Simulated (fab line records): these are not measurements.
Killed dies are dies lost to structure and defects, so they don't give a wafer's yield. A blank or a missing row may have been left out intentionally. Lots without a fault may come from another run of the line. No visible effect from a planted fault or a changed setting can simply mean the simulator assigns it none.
fab line records	flow n5_finfet
record lots=6	wafers=18	last_day=17
route steps=1938 shown BEOL_M14@1725 PASSIVATION@1936
lots untouched by any fault: they come from a run of this same line in which no faults occurred
start_h: hours from the record's first day to the start of the lot's first wafer shown	wait_h: hours from the lot's prior step to this one	" unchanged from the row above	L1.1+2: several wafers, shown together as one row	- no value present, or no start provided	* or withheld: withheld	< > ~ a bound
route shown NAME@n: names a module that has steps shown in the file, with the first one's number in the route	usual: the fault-free wafers' mean and standard deviation	same: alike in all rows	chamber/n: place in a boat	sites: each site's reading	_std_site: the standard deviation of these	_edge_site: the outer-site mean with the inner-site mean subtracted	radius_mm: how far each site lies from the wafer's centre	mask NAME#n: copy n	behind: the tool/chamber that last shaped the wafer	hold: the reason the lot was held/the length of the hold in hours/how it ended	device: whichever transistor did not switch (one of n, p or np)	end of line: tests of these same wafers at the route's end	a step with no rows: only its recipe	killed: not the wafer's yield, but the dies lost to structure and defects at the first sort	map: the dies of a wafer, with x for killed, . for not killed, _ for no die there
set.NAME: the setting as run; set.NAME@STEP: as run at that earlier step	model.NAME: the simulator's own value behind a step, which no gauge read
a table for each step, a row for each wafer; lots at some steps of the route
services: a tool's chamber out of use, with start hour (start_h, from the record's first day; less than 0 if before it), hours out, and reason
## steps
# step N5_BEOL_M14_HARDBAKE_14
# recipe temp_c=130	time_s=120
# step N5_BEOL_M14_CD_MEAS_10
# recipe target_cd_nm=250	landing_energy_ev=500	detector=se_inlens	polarity=opening
# usual cd_nm=249.8/2.1
lot.wafer	tool	chamber	start_h	wait_h	cd_nm
L596.2	cd_sem-02	0	275.30	-	246.1
L596.5	"	0	"	"	246.2
L596.6	"	0	"	"	247.6
L603.1	cd_sem-03	0	300.25	-	249.1
L603.3	"	0	"	"	247.4
L603.6	"	0	"	"	247.9
L613.2	cd_sem-01	0	367.07	-	250.8
L613.3	"	0	"	"	250.9
L613.6	"	0	"	"	251.5
L615.3	cd_sem-03	0	379.93	-	249.1
L615.4	"	0	"	"	248.3
L615.6	"	0	"	"	251.2
L617.2	cd_sem-01	0	380.13	-	250.5
L617.3	"	0	"	"	247.8
L617.6	"	0	"	"	250.1
L618.1	cd_sem-01	0	382.90	-	250.4
L618.5	"	0	"	"	250.8
L618.6	"	0	"	"	250.0
# step N5_BEOL_M14_OVL_MEAS_11
# recipe points_per_wafer=44
# usual V13_OVL=1/6.6
lot.wafer	tool	chamber	start_h	wait_h	V13_OVL[nm]
L596.2	overlay-02	0	275.33	0.0	10
L596.5	"	0	"	"	7
L596.6	"	0	"	"	0
L603.1	overlay-02	0	300.28	0.0	8
L603.3	"	0	"	"	6
L603.6	"	0	"	"	4
L613.2	overlay-01	0	367.10	0.0	-1
L613.3	"	0	"	"	-6
L613.6	"	0	"	"	3
L615.3	overlay-01	0	379.96	0.0	8
L615.4	"	0	"	"	0
L615.6	"	0	"	"	-2
L617.2	overlay-01	0	380.16	0.0	-8
L617.3	"	0	"	"	1
L617.6	"	0	"	"	-3
L618.1	overlay-02	0	382.93	0.0	1
L618.5	"	0	"	"	-4
L618.6	"	0	"	"	8
# step N5_BEOL_M14_INSPECT_12
# recipe mode=adi	inspect_instrument=macro
# usual raw_defect_count=2.0/1.2
lot.wafer	tool	chamber	start_h	wait_h	raw_defect_count
L596.2	defect_inspect-01	-	275.35	0.0	3
L596.5	"	-	"	"	4
L596.6	"	-	"	"	1
L603.1	defect_inspect-02	-	300.30	0.0	2
L603.3	"	-	"	"	0
L603.6	"	-	"	"	4
L613.2	defect_inspect-01	-	367.12	0.0	2
L613.3	"	-	"	"	1
L613.6	"	-	"	"	3
L615.3	defect_inspect-02	-	379.98	0.0	2
L615.4	"	-	"	"	1
L615.6	"	-	"	"	1
L617.2	defect_inspect-02	-	380.19	0.0	3
L617.3	"	-	"	"	1
L617.6	"	-	"	"	1
L618.1	defect_inspect-02	-	382.95	0.0	1
L618.5	"	-	"	"	2
L618.6	"	-	"	"	4
# step N5_BEOL_M14_DESCUM_15
# recipe chemistry=O2	time_s=7.9	source_power_w=50	bias_power_w=20	pressure_mtorr=20	rf_frequency_hz=2.712e+07	temp_c=40	o2_flow_sccm=225
# usual drypump_motor_current_A=5.5/0.57	oes_product_au=0.79/0.075	rf_vpp_V=242.6/1.5	showerhead_plenum_p_Torr=2.06/0.08	throttle_valve_pct=20.50/0.18
lot.wafer	tool	chamber	start_h	wait_h	drypump_motor_current_A	oes_product_au	rf_hours_counter_h	rf_vpp_V	showerhead_plenum_p_Torr	throttle_valve_pct
L596.2	rie_diel-03	2	275.67	0.3	4.8	0.86	51	241.7	2.06	20.30
L596.5	"	3	"	"	5.5	0.69	-	240.6	1.92	20.62
L596.6	"	0	"	"	5.3	0.78	-	243.1	2.03	20.65
L603.1	rie_diel-04	0	300.52	0.2	6.4	0.74	132	245.5	2.18	20.28
L603.3	"	1	"	"	6.1	0.81	100	245.3	2.21	20.27
L603.6	"	3	"	"	5.9	0.87	-	246.1	2.21	20.52
L613.2	rie_diel-03	3	367.15	0.0	5.5	0.66	230	241.0	1.91	20.66
L613.3	"	0	"	"	5.3	0.76	153	241.5	2.02	20.68
L613.6	"	2	"	"	4.8	0.84	-	242.3	2.04	20.35
L615.3	rie_diel-04	2	380.29	0.3	5.7	0.86	58	241.5	2.05	20.13
L615.4	"	3	"	"	6.0	0.84	85	245.6	2.20	20.57
L615.6	"	0	"	"	6.5	0.73	-	244.6	2.17	20.31
L617.2	rie_diel-05	2	380.39	0.2	6.0	0.72	172	243.6	2.08	20.76
L617.3	"	3	"	"	4.7	0.73	143	242.2	2.03	20.72
L617.6	"	0	"	"	5.2	0.71	-	242.1	1.99	20.32
L618.1	rie_diel-03	0	382.99	0.0	5.3	0.77	158	241.8	2.02	20.72
L618.5	"	0	"	"	5.3	0.77	-	241.8	2.02	20.69
L618.6	"	1	"	"	6.4	0.88	-	243.7	2.13	20.52
# step N5_BEOL_M14_ETCH_59
# recipe chemistry=N2/H2	target=BARC	target_depth_a=890	overetch_a=267	time_s=67.9	ion_energy_ev=200	pressure_mtorr=30	source_w=840	bias_w=150	n2_flow_sccm=200	h2_flow_sccm=200
# usual drypump_motor_current_A=5.6/0.57	oes_product_au=0.68/0.059	rf_vpp_V=522.5/3	showerhead_plenum_p_Torr=2.49/0.097	throttle_valve_pct=17.92/0.19
lot.wafer	tool	chamber	start_h	wait_h	drypump_motor_current_A	oes_product_au	rf_hours_counter_h	rf_vpp_V	showerhead_plenum_p_Torr	throttle_valve_pct
L596.2	rie_diel-03	2	275.70	0.0	4.8	0.75	51	524.1	2.50	17.70
L596.5	"	3	"	"	5.5	0.61	-	517.3	2.32	18.05
L596.6	"	0	"	"	5.3	0.68	-	521.4	2.45	18.05
L603.1	rie_diel-04	0	300.55	0.0	6.5	0.66	132	527.1	2.65	17.76
L603.3	"	1	"	"	6.1	0.69	100	528.2	2.67	17.64
L603.6	"	3	"	"	6.0	0.73	-	528.8	2.67	17.89
L613.2	rie_diel-03	3	367.19	0.0	5.5	0.59	230	517.7	2.31	18.10
L613.3	"	0	"	"	5.3	0.66	153	519.7	2.44	18.11
L613.6	"	2	"	"	4.8	0.71	-	521.9	2.48	17.74
L615.3	rie_diel-04	2	380.32	0.0	5.7	0.73	58	522.8	2.47	17.34
L615.4	"	3	"	"	6.0	0.70	85	528.1	2.66	17.94
L615.6	"	0	"	"	6.5	0.63	-	527.3	2.64	17.81
L617.2	rie_diel-05	2	380.42	0.0	5.9	0.62	172	524.7	2.54	18.24
L617.3	"	3	"	"	4.7	0.64	143	519.4	2.43	18.06
L617.6	"	0	"	"	5.2	0.60	-	520.3	2.43	17.91
L618.1	rie_diel-03	0	383.02	0.0	5.3	0.65	158	520.6	2.44	18.12
L618.5	"	0	"	"	5.3	0.65	-	521.2	2.44	18.12
L618.6	"	1	"	"	6.4	0.75	-	526.1	2.58	17.94
# step N5_BEOL_M14_VIA_ETCH_16
# recipe chemistry=C4F8/O2/Ar	target=SiO2	he_inner_torr=15	he_outer_torr=30	target_depth_a=12313	time_s=withheld	ion_energy_ev=800	pressure_mtorr=20	source_w=1905	bias_w=2040	Ar_flow_sccm=400	C4F8_flow_sccm=16	O2_flow_sccm=12	ends=cleared
# usual drypump_motor_current_A=5.6/0.57	oes_product_au=0.72/0.065	rf_vpp_V=2211/35	showerhead_plenum_p_Torr=3.37/0.12	throttle_valve_pct=30.88/0.19
lot.wafer	tool	chamber	start_h	wait_h	drypump_motor_current_A	oes_product_au	rf_vpp_V	showerhead_plenum_p_Torr	throttle_valve_pct
L596.2	rie_diel-03	2	275.76	0.0	4.8	0.78	2248	3.36	30.66
L596.5	"	3	"	"	5.5	0.63	2225	3.17	31.03
L596.6	"	0	"	"	5.3	0.73	2210	3.32	30.98
L603.1	rie_diel-04	0	300.61	0.0	6.5	0.69	2233	3.60	30.85
L603.3	"	1	"	"	6.1	0.75	2246	3.58	30.43
L603.6	"	3	"	"	6.0	0.79	2168	3.61	31.00
L613.2	rie_diel-03	3	367.24	0.0	5.5	0.60	2224	3.15	31.06
L613.3	"	0	"	"	5.3	0.68	2211	3.30	30.99
L613.6	"	2	"	"	4.8	0.75	2249	3.35	30.67
L615.3	rie_diel-04	2	380.37	0.0	5.7	0.79	2268	3.37	30.60
L615.4	"	3	"	"	5.9	0.75	2167	3.59	31.01
L615.6	"	0	"	"	6.5	0.67	2232	3.58	30.90
L617.2	rie_diel-05	2	380.48	0.0	6.0	0.67	2271	3.41	31.12
L617.3	"	3	"	"	4.7	0.67	2172	3.30	30.90
L617.6	"	0	"	"	5.1	0.64	2192	3.28	30.65
L618.1	rie_diel-03	0	383.07	0.0	5.3	0.69	2209	3.30	31.02
L618.5	"	0	"	"	5.3	0.70	2210	3.30	31.02
L618.6	"	1	"	"	6.3	0.79	2174	3.48	30.94
# step N5_BEOL_M14_STRIP_63
# recipe chemistry=O2	power_w=600	temp_c=60	pressure_mtorr=30	rf_frequency_hz=6e+07	bias_power_w=0	overash_fraction=0.3	o2_flow_sccm=225
# usual drypump_motor_current_A=5.5/0.57	oes_product_au=0.79/0.073	rf_vpp_V=3.5/0.81	showerhead_plenum_p_Torr=2.06/0.08	throttle_valve_pct=16.73/0.17
lot.wafer	tool	chamber	start_h	wait_h	drypump_motor_current_A	oes_product_au	rf_hours_counter_h	rf_vpp_V	showerhead_plenum_p_Torr	throttle_valve_pct
L596.2	rie_diel-03	2	-	-	4.8	0.87	51	3.4	2.06	16.51
L596.5	"	3	"	"	5.5	0.69	-	5.0	1.92	16.89
L596.6	"	0	"	"	5.3	0.80	-	3.4	2.04	16.85
L603.1	rie_diel-04	0	-	-	6.4	0.74	132	4.3	2.18	16.57
L603.3	"	1	"	"	6.1	0.81	100	4.5	2.21	16.55
L603.6	"	3	"	"	6.0	0.87	-	4.6	2.22	16.72
L613.2	rie_diel-03	3	-	-	5.5	0.68	230	3.1	1.91	16.90
L613.3	"	0	"	"	5.3	0.77	153	3.5	2.03	16.86
L613.6	"	2	"	"	4.8	0.83	-	2.5	2.05	16.59
L615.3	rie_diel-04	2	-	-	5.7	0.87	58	4.3	2.06	16.36
L615.4	"	3	"	"	5.9	0.83	85	4.7	2.21	16.81
L615.6	"	0	"	"	6.5	0.73	-	4.0	2.17	16.60
L617.2	rie_diel-05	2	-	-	6.0	0.72	172	2.4	2.09	17.01
L617.3	"	3	"	"	4.7	0.74	143	3.4	2.04	16.93
L617.6	"	0	"	"	5.2	0.70	-	3.8	1.99	16.64
L618.1	rie_diel-03	0	-	-	5.3	0.77	158	3.4	2.03	16.88
L618.5	"	0	"	"	5.3	0.77	-	4.6	2.03	16.90
L618.6	"	1	"	"	6.3	0.87	-	2.3	2.14	16.72
# step N5_BEOL_M14_STRIP_64
# recipe chemistry=O2	power_w=600	temp_c=60	pressure_mtorr=30	rf_frequency_hz=6e+07	bias_power_w=0	overash_fraction=0.3	o2_flow_sccm=225
# usual drypump_motor_current_A=5.5/0.57	oes_product_au=0.80/0.073	rf_vpp_V=3.6/0.48	showerhead_plenum_p_Torr=2.06/0.079	throttle_valve_pct=16.73/0.17
lot.wafer	tool	chamber	start_h	wait_h	drypump_motor_current_A	oes_product_au	rf_hours_counter_h	rf_vpp_V	showerhead_plenum_p_Torr	throttle_valve_pct
L596.2	rie_diel-03	2	-	-	4.8	0.87	51	2.0	2.06	16.51
L596.5	"	3	"	"	5.5	0.69	-	3.2	1.92	16.83
L596.6	"	0	"	"	5.3	0.79	-	3.6	2.04	16.86
L603.1	rie_diel-04	0	-	-	6.5	0.75	132	2.9	2.18	16.57
L603.3	"	1	"	"	6.1	0.81	100	3.9	2.21	16.54
L603.6	"	3	"	"	5.9	0.88	-	3.1	2.22	16.72
L613.2	rie_diel-03	3	-	-	5.5	0.67	231	3.7	1.91	16.91
L613.3	"	0	"	"	5.3	0.77	153	4.0	2.03	16.89
L613.6	"	2	"	"	4.8	0.84	-	4.4	2.05	16.55
L615.3	rie_diel-04	2	-	-	5.8	0.87	58	4.0	2.06	16.36
L615.4	"	3	"	"	5.9	0.83	85	3.4	2.21	16.79
L615.6	"	0	"	"	6.4	0.73	-	3.4	2.17	16.62
L617.2	rie_diel-05	2	-	-	6.0	0.72	172	3.6	2.09	17.00
L617.3	"	3	"	"	4.7	0.74	143	3.6	2.04	16.94
L617.6	"	0	"	"	5.2	0.71	-	3.7	1.99	16.62
L618.1	rie_diel-03	0	-	-	5.3	0.77	158	4.1	2.03	16.89
L618.5	"	0	"	"	5.3	0.76	-	3.7	2.03	16.92
L618.6	"	1	"	"	6.4	0.88	-	3.3	2.14	16.70
# step N5_BEOL_M14_STRIP_71
# recipe chemistry=post_etch_residue_remover	time_s=60	temp_c=25	remover_ph=withheld	remover_water_wt_pct=withheld	remover_fluoride_wt_pct=withheld
# step N5_BEOL_M14_SRD_72
# recipe time_s=30	temp_c=23	rinse_liquid=diw	dry=n2_spin	spin_rpm=1500	dry_time_s=30
# step N5_BEOL_M14_CD_MEAS_17
# recipe target_cd_nm=250	polarity=opening
# usual cd_nm=251.1/2.5
lot.wafer	tool	chamber	start_h	wait_h	cd_nm
L596.2	cd_sem-03	-	276.11	0.0	245.0
L596.5	"	-	"	"	247.3
L596.6	"	-	"	"	249.1
L603.1	cd_sem-03	-	300.95	0.0	246.9
L603.3	"	-	"	"	247.7
L603.6	"	-	"	"	249.7
L613.2	cd_sem-02	-	367.65	0.0	253.6
L613.3	"	-	"	"	253.1
L613.6	"	-	"	"	253.2
L615.3	cd_sem-02	-	380.73	0.0	248.1
L615.4	"	-	"	"	249.6
L615.6	"	-	"	"	249.4
L617.2	cd_sem-01	-	380.83	0.0	249.9
L617.3	"	-	"	"	251.8
L617.6	"	-	"	"	250.8
L618.1	cd_sem-02	-	383.43	0.0	252.8
L618.5	"	-	"	"	253.3
L618.6	"	-	"	"	249.1
# step N5_BEOL_M14_COAT_65
# recipe resist=SOC	temp_c=250	time_s=60	spin_rpm=1500	resist_thk_nm=450
# usual heater_power_total_W=500.6/1.8	plate_temp_C=249.99/0.18
lot.wafer	tool	chamber	start_h	wait_h	heater_power_total_W	plate_temp_C	model.SOC_of_BEOL_M14_COAT_65.thk_nm
L596.2	litho_track-01	0	276.14	0.0	502.1	249.95	450.8
L596.5	"	0	"	"	499.0	249.82	450.4
L596.6	"	0	"	"	501.4	249.99	449.8
L603.1	litho_track-03	0	300.99	0.0	500.5	249.90	450.2
L603.3	"	0	"	"	499.4	250.23	450.8
L603.6	"	0	"	"	500.0	250.08	449.8
L613.2	litho_track-01	0	367.68	0.0	470.3	237.42	451.6
L613.3	"	0	"	"	472.2	237.34	452
L613.6	"	0	"	"	471.0	237.31	452
L615.3	litho_track-01	0	380.76	0.0	467.6	237.86	453
L615.4	"	0	"	"	470.0	237.55	452.2
L615.6	"	0	"	"	470.8	237.78	454
L617.2	litho_track-03	0	380.87	0.0	502.3	250.11	451.4
L617.3	"	0	"	"	499.0	249.81	450.4
L617.6	"	0	"	"	498.6	250.04	450
L618.1	litho_track-03	0	383.47	0.0	502.0	249.97	451.4
L618.5	"	0	"	"	499.1	250.07	453.2
L618.6	"	0	"	"	499.8	249.82	451.2
# step N5_BEOL_M14_COAT_66
# recipe resist=SiARC	temp_c=220	time_s=60	spin_rpm=1500	resist_thk_nm=110
# step N5_PASSIVATION_PROBE_49
# usual defect_limited_yield=91.2/1.5	killed_at_M0_to_M3=34/11	killed_at_M4_up=14/5.4	killed_at_contacts=12/5.9	killed_at_front_end=40/12	killed_at_other=4/3.3	killed_dies=103/18	killed_on_rim=14/4.1	killed_open=68/13	killed_short=34/7.5	sort_bin_5_function=5.1/1	sort_bin_6_memory=3.3/0.7	sort_bin_8_speed=0.03/0.27	sort_n_pass=1076/18	sort_yield_pct=91.2/1.5
# same gross_dies=1180	killed_at_back_side=0	sort_bin_4_leakage[%]=0
lot.wafer	tool	chamber	start_h	wait_h	defect_limited_yield[%]	killed_at_M0_to_M3	killed_at_M4_up	killed_at_contacts	killed_at_front_end	killed_at_other	killed_dies	killed_on_rim	killed_open	killed_short	sort_bin_5_function[%]	sort_bin_6_memory[%]	sort_bin_8_speed[%]	sort_n_pass	sort_yield_pct[%]
L596.2	prober-02	-	304.03	0.1	91.4	25	11	22	36	8	102	15	67	35	5.3	3.3	0	1078	91.4
L596.5	prober-02	-	304.18	0.2	92.2	31	5	13	40	3	92	16	66	26	4.5	3.2	0	1088	92.2
L596.6	prober-02	-	304.23	0.3	91.9	47	9	18	20	2	96	10	57	36	4.7	3.2	0	1084	91.9
L603.1	prober-01	-	334.21	0.0	90.3	33	20	5	52	4	114	11	76	34	6.3	3.0	0	1066	90.3
L603.3	prober-01	-	334.31	0.1	92.0	21	17	5	51	0	94	14	62	31	4.5	3.0	0	1086	92.0
L603.6	prober-01	-	334.46	0.3	93.1	11	8	7	54	2	82	8	53	27	3.5	3.5	0.08	1097	93.0
L613.2	prober-01	-	398.43	2.1	91.9	29	12	12	40	2	95	13	68	27	4.4	3.2	0	1085	91.9
L613.3	prober-01	-	398.48	2.2	88.6	48	10	10	60	7	135	16	95	40	6.2	4.8	0	1045	88.6
L613.6	prober-01	-	398.63	2.3	92.9	27	10	10	37	0	84	14	59	25	4.1	2.9	0	1096	92.9
L617.2	prober-01	-	414.49	0.1	88.4	55	9	8	57	8	137	21	84	52	6.0	5.3	0	1043	88.4
L617.3	prober-01	-	414.54	0.1	90.7	40	11	6	45	8	110	16	69	41	6.1	2.7	0	1070	90.7
L617.6	prober-01	-	414.69	0.3	89.5	45	15	14	47	3	124	9	89	34	6.2	3.8	0	1056	89.5
L618.5	prober-01	-	416.53	0.2	90.3	53	15	15	28	3	114	14	79	34	5.8	3.8	0	1066	90.3
L615.3	prober-02	-	416.43	0.1	91.2	27	23	14	30	10	104	14	61	43	5.1	3.4	0	1076	91.2
L615.4	prober-02	-	416.48	0.2	94.5	11	9	15	27	3	65	9	39	26	3.0	2.2	0	1115	94.5
L615.6	prober-02	-	416.58	0.3	92.0	23	18	15	27	11	94	10	67	25	4.7	3.2	0	1086	92.0
# killed by level:class
L596.2 MOL_CONTACT_COAG:geometric_particle:open=17 STI_FIN_REVEAL:geometric_particle:open=9 BEOL_M0_SAQP:geometric_particle:short=9 BEOL_M0_SAQP:geometric_particle:open=7 DUMMY_GATE:geometric_particle:open=5 MOL_CONTACT_COAG:geometric_particle:short=5 FIN_SAQP:geometric_particle:open=4 GATE_CUT:geometric_particle:short=3
L596.5 MOL_CONTACT_COAG:geometric_particle:open=10 BEOL_M0_SAQP:geometric_particle:open=10 STI_FIN_REVEAL:geometric_particle:open=9 BEOL_M0_SAQP:geometric_particle:short=8 BEOL_M3:geometric_particle:open=5 FIN_SAQP:geometric_particle:open=4 DUMMY_GATE:geometric_particle:short=4 SPACER0:geometric_particle:open=4
L596.6 MOL_CONTACT_COAG:geometric_particle:open=14 BEOL_M0_SAQP:geometric_particle:open=9 BEOL_M2:geometric_particle:open=8 BEOL_M0_SAQP:geometric_particle:short=7 BEOL_M1:geometric_particle:open=6 MOL_CONTACT_COAG:geometric_particle:short=4 BEOL_M0:geometric_particle:short=4 BEOL_M1:geometric_particle:short=4
L603.1 FIN_SAQP:geometric_particle:open=15 FIN_SAQP:geometric_particle:short=13 BEOL_M3:geometric_particle:open=11 BEOL_M4:geometric_particle:open=11 BEOL_M0_SAQP:geometric_particle:open=10 STI_FIN_REVEAL:geometric_particle:open=7 BEOL_M0_SAQP:geometric_particle:short=5 ILD0:geometric_particle:open=4
L603.3 FIN_SAQP:geometric_particle:open=17 STI_FIN_REVEAL:geometric_particle:open=10 BEOL_M0_SAQP:geometric_particle:short=8 FIN_SAQP:geometric_particle:short=6 BEOL_M2:geometric_particle:open=6 MOL_CONTACT_COAG:geometric_particle:open=5 BEOL_M5:geometric_particle:open=5 BEOL_M4:geometric_particle:open=4
L603.6 FIN_SAQP:geometric_particle:open=18 FIN_SAQP:geometric_particle:short=12 STI_FIN_REVEAL:geometric_particle:open=6 GATE_CUT:geometric_particle:short=6 MOL_CONTACT_COAG:geometric_particle:open=6 BEOL_M0:geometric_particle:open=4 GATE_CUT:geometric_particle:open=3 BEOL_M3:geometric_particle:open=3
L613.2 BEOL_M2:geometric_particle:open=11 MOL_CONTACT_COAG:geometric_particle:open=10 STI_FIN_REVEAL:geometric_particle:open=8 DUMMY_GATE:geometric_particle:open=8 FIN_SAQP:geometric_particle:open=5 BEOL_M7:geometric_particle:open=5 FIN_SAQP:geometric_particle:short=4 GATE_CUT:geometric_particle:short=4
L613.3 FIN_SAQP:geometric_particle:short=17 FIN_SAQP:geometric_particle:open=13 BEOL_M0_SAQP:geometric_particle:open=13 BEOL_M2:geometric_particle:open=11 MOL_CONTACT_COAG:geometric_particle:open=10 BEOL_M1:geometric_particle:open=10 STI_FIN_REVEAL:geometric_particle:open=9 DUMMY_GATE:geometric_particle:open=9
L613.6 BEOL_M1:geometric_particle:open=9 DUMMY_GATE:geometric_particle:open=9 MOL_CONTACT_COAG:geometric_particle:open=8 FIN_SAQP:geometric_particle:open=6 FIN_SAQP:geometric_particle:short=5 STI_FIN_REVEAL:geometric_particle:open=5 BEOL_M0_SAQP:geometric_particle:short=4 BEOL_M0:geometric_particle:open=4
L617.2 FIN_SAQP:geometric_particle:open=21 FIN_SAQP:geometric_particle:short=15 BEOL_M0_SAQP:geometric_particle:open=10 BEOL_M0_SAQP:geometric_particle:short=9 BEOL_M1:geometric_particle:open=8 BEOL_M3:geometric_particle:short=8 BEOL_M2:geometric_particle:open=6 BEOL_M3:geometric_particle:open=6
L617.3 FIN_SAQP:geometric_particle:open=15 BEOL_M0_SAQP:geometric_particle:open=12 FIN_SAQP:geometric_particle:short=10 BEOL_M0_SAQP:geometric_particle:short=9 STI_FIN_REVEAL:geometric_particle:open=7 BEOL_M4:geometric_particle:open=7 BEOL_M3:geometric_particle:open=6 STI_FIN_REVEAL:geometric_particle:short=5
L617.6 FIN_SAQP:geometric_particle:open=15 MOL_CONTACT_COAG:geometric_particle:open=13 BEOL_M1:geometric_particle:open=10 FIN_SAQP:geometric_particle:short=9 BEOL_M2:geometric_particle:open=8 BEOL_M0_SAQP:geometric_particle:short=7 BEOL_M4:geometric_particle:open=6 STI_FIN_REVEAL:geometric_particle:open=5
L615.3 BEOL_M0_SAQP:geometric_particle:short=12 MOL_CONTACT_COAG:geometric_particle:open=11 BEOL_M4:geometric_particle:short=11 BEOL_M0_SAQP:geometric_particle:open=9 DUMMY_GATE:geometric_particle:open=7 PASS1_CAP:geometric_particle:short=5 FIN_SAQP:geometric_particle:open=4 GATE_CUT:geometric_particle:open=4
L615.4 DUMMY_GATE:geometric_particle:open=9 MOL_CONTACT_COAG:geometric_particle:open=9 MOL_CONTACT_COAG:geometric_particle:short=6 BEOL_M4:geometric_particle:short=5 GATE_CUT:geometric_particle:short=4 DUMMY_GATE:geometric_particle:short=3 BEOL_M0_SAQP:geometric_particle:short=3 BEOL_M2:geometric_particle:open=3
L618.5 MOL_CONTACT_COAG:geometric_particle:open=13 BEOL_M2:geometric_particle:open=13 BEOL_M0_SAQP:geometric_particle:open=13 BEOL_M1:geometric_particle:open=10 BEOL_M0_SAQP:geometric_particle:short=9 FIN_SAQP:geometric_particle:short=6 BEOL_M4:geometric_particle:open=6 BEOL_M2:geometric_particle:short=5
L615.6 MOL_CONTACT_COAG:geometric_particle:open=14 BEOL_M4:geometric_particle:open=9 FIN_SAQP:geometric_particle:open=8 GATE_CUT:geometric_particle:short=6 BEOL_M3:geometric_particle:open=6 BEOL_M0_SAQP:geometric_particle:open=5 DUMMY_GATE:geometric_particle:open=4 BEOL_M0_SAQP:geometric_particle:short=4
## services
tool	chamber	start_h	hours	kind
rie_diel-03	1	258.58	-	clean
rie_diel-03	1	258.58	-	consumable_replace:focus_ring
rie_diel-03	1	258.58	25.3	scheduled_down
rie_diel-03	1	258.58	25.3	vent_cycle
rie_diel-03	-	282.27	14.6	pm
rie_diel-05	-	290.03	0.5	repair
rie_diel-04	-	306.33	0.4	repair
rie_diel-03	3	374.28	19.2	repair
## key
first_sign step=N5_BEOL_M14_COAT_65	reading=plate_temp_C	direction=down	sigmas=68	usual=*	struck=*
effect step=N5_BEOL_M14_COAT_65	reading=heater_power_total_W	direction=down	sigmas=17	usual=*	struck=*
model_effect step=N5_BEOL_M14_COAT_65	value=SOC_of_BEOL_M14_COAT_65.thk_nm	without=450.1	struck=452.5
met_at N5_BEOL_M14_COAT_65
struck_wafers L613.2,L613.3,L613.6,L615.3,L615.4,L615.6
onset_between 276.14 367.68
fault kind=process_parameter_drift	tool=litho_track-01	chamber=-	onset_h=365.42	steps=N5_BEOL_M14_COAT_65	channel=temp_c	offset=*	shape=step	end_h=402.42	acts_in=*	stated=*
